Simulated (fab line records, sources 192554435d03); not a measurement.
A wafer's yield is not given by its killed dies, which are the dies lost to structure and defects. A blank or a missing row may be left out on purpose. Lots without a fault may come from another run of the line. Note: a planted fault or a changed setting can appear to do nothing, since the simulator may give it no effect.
Matching of chambers | flow n5_finfet | 4 sister chambers for N5_BEOL_M6_ETCH_61 on rie_diel-03
The step etches SiARC in CF4, target depth 45.5 nm, time 75.8 s. 8 wafers are shown with their chamber, then 12 later ones without.

== EACH WAFER AND ITS CHAMBER ==
wafer  | chamber | drypump_motor_current_A (A) | throttle_valve_pct (%)
L084.3 | 3       | 6.0                         | 15.45
L083.3 | 1       | 5.5                         | 15.60
L083.4 | 2       | 5.9                         | 15.17
L091.2 | 2       | 5.9                         | 15.18
L091.5 | 1       | 5.4                         | 15.61
L090.2 | 0       | 6.1                         | 15.97
L090.5 | 0       | 6.1                         | 15.97
L090.6 | 3       | 6.0                         | 15.47

== WAFERS WITH NO CHAMBER GIVEN ==
wafer  | drypump_motor_current_A (A) | throttle_valve_pct (%)
L088.3 | 5.9                         | 15.19
L088.4 | 6.0                         | 15.48
L088.5 | 5.9                         | 15.19
L089.2 | 6.1                         | 15.98
L089.4 | 6.1                         | 15.98
L089.5 | 6.0                         | 15.49
L092.2 | 5.4                         | 15.15
L092.3 | 6.1                         | 16.00
L092.4 | 5.9                         | 15.20
L096.1 | 5.9                         | 15.24
L096.2 | 6.0                         | 15.51
L096.6 | 5.9                         | 15.22

== THE CHAMBER EACH PASSED THROUGH ==
wafer  | from the rows above | in truth
L088.3 | 2                   | 2
L088.4 | 3                   | 3
L088.5 | 2                   | 2
L089.2 | 0                   | 0
L089.4 | 0                   | 0
L089.5 | 3                   | 3
L092.2 | 2                   | 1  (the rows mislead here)
L092.3 | 0                   | 0
L092.4 | 2                   | 2
L096.1 | 2                   | 2
L096.2 | 3                   | 3
L096.6 | 2                   | 2
11 of 12 placed correctly. Not placeable from these rows: 0. Number placed wrongly: 1.
How it was worked out, from the rows above alone: a wafer's distance from a chamber is the root of the sum, over the readings, of the square of ((its reading less the chamber's mean) divided by the reading's scatter). The wafer belongs to the nearest chamber; if the next one is less than 2 further off, it can't be placed. For every chamber, the mean is computed from those of its wafers that are shown. The scatter: the root of (the sum of the squares of (reading less its chamber's mean) over the shown wafers, divided by (wafers less chambers)).
